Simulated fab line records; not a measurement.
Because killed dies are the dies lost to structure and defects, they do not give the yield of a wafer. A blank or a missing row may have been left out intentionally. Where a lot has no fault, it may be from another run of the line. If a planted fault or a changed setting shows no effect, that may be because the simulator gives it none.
What tool caused it? | flow nandHarc | 11 lots with 33 wafers sampled at 5 steps, on a route of 1302 steps

WHAT THE GAUGES READ, wafer by wafer
NHARC_END_SORT_01.
lot  | measured     | on        | killedAtArray
L310 | day 28 20:43 | prober-02 | 667 668 670
L313 | day 30 08:08 | prober-01 | 667 670 669

WHICH TOOL RAN EACH LOT (tool, then ch and the chambers of the sampled wafers, then the start)
lot  | NHARC_A_STAIRCASE_ETCH_313        | NHARC_A_STAIRCASE_ALD_415       | NHARC_A_STAIRCASE_STRIP_476       | NHARC_A_STAIRCASE_CVD_552
L298 | rieDiel-11 ch 0,1, day 17 09:40   | aldHk-01 ch 1,3, day 17 11:25   | rieDiel-11 ch 1,2, day 17 13:40   | lpcvd-01 ch 1, day 17 22:16
L300 | rieDiel-04 ch 1,2,3, day 18 00:10 | aldHk-03 ch 0,1,3, day 18 02:50 | rieDiel-03 ch 0,1,2, day 18 04:20 | lpcvd-02 ch 1, day 18 12:41
L301 | rieDiel-04 ch 0,1, day 18 16:59   | aldHk-04 ch 0,1, day 18 18:56   | rieDiel-11 ch 0,2,3, day 18 21:08 | lpcvd-02 ch 0, day 19 06:31
L302 | rieDiel-11 ch 0,3, day 18 17:40   | aldHk-01 ch 0,3, day 18 19:49   | rieDiel-03 ch 1,2, day 18 23:16   | lpcvd-02 ch 0, day 19 06:31
L304 | rieDiel-11 ch 2,3, day 19 15:20   | aldHk-03 ch 1,3, day 19 17:52   | rieDiel-04 ch 0,1,3, day 19 20:01 | lpcvd-01 ch 0, day 20 02:29
L305 | rieDiel-11 ch 0,1,3, day 19 21:52 | aldHk-03 ch 0,2,3, day 19 23:38 | rieDiel-11 ch 0,1,3, day 20 01:47 | lpcvd-02 ch 0, day 20 09:14
L310 | rieDiel-03 ch 1,2,3, day 21 04:43 | aldHk-04 ch 1,2, day 21 06:28   | rieDiel-04 ch 1,2,3, day 21 08:43 | lpcvd-02 ch 1, day 21 16:03
L313 | rieDiel-03 ch 0,2, day 23 06:45   | aldHk-01 ch 0,1, day 23 08:47   | rieDiel-03 ch 2,3, day 23 11:00   | lpcvd-01 ch 0, day 23 16:21
L319 | rieDiel-04 ch 0,1,3, day 25 13:26 | aldHk-04 ch 0,1,2, day 25 15:15 | rieDiel-11 ch 0,1,3, day 25 17:26 | lpcvd-02 ch 1, day 26 00:49
L320 | rieDiel-03 ch 1,2,3, day 25 23:52 | aldHk-04 ch 0,1,2, day 26 01:38 | rieDiel-11 ch 0,1,3, day 26 03:53 | lpcvd-02 ch 1, day 26 14:32
L321 | rieDiel-03 ch 0,1, day 26 11:58   | aldHk-01 ch 0,1,3, day 26 15:37 | rieDiel-03 ch 0,1, day 26 17:47   | lpcvd-02 ch 0, day 27 01:37
- NHARC_A_STAIRCASE_ETCH_313: etches the open film in CF4/CHF3.
- NHARC_A_STAIRCASE_ALD_415: deposits SiO2, target thk 30 nm, pulse time 6 s, ald cycles 300.
- NHARC_A_STAIRCASE_STRIP_476: strips in O2, time 20 s.
- NHARC_A_STAIRCASE_CVD_552: deposits SiNx, target thk 40 nm.

THE ANSWER, worked out from the rows above alone
Rule: usual is defined by the lots themselves. The widest of any qualifying gaps counts: lots, ordered by their means at a reading, are off when they make up no more than a third of the lots, leave a main group of 4 or more, and stand apart from it by 3 or more times the standard deviation of that group's means. If all means in a main group match to the digits the tables above print for the reading, that group is not used. Also off: a lot with no number at a reading for which 4 or more lots have one. Any other lot the step has rows for is counted as sound.
None of the lots is off at any reading shown; this tells nothing.

WHAT THE SIMULATOR PUT IN
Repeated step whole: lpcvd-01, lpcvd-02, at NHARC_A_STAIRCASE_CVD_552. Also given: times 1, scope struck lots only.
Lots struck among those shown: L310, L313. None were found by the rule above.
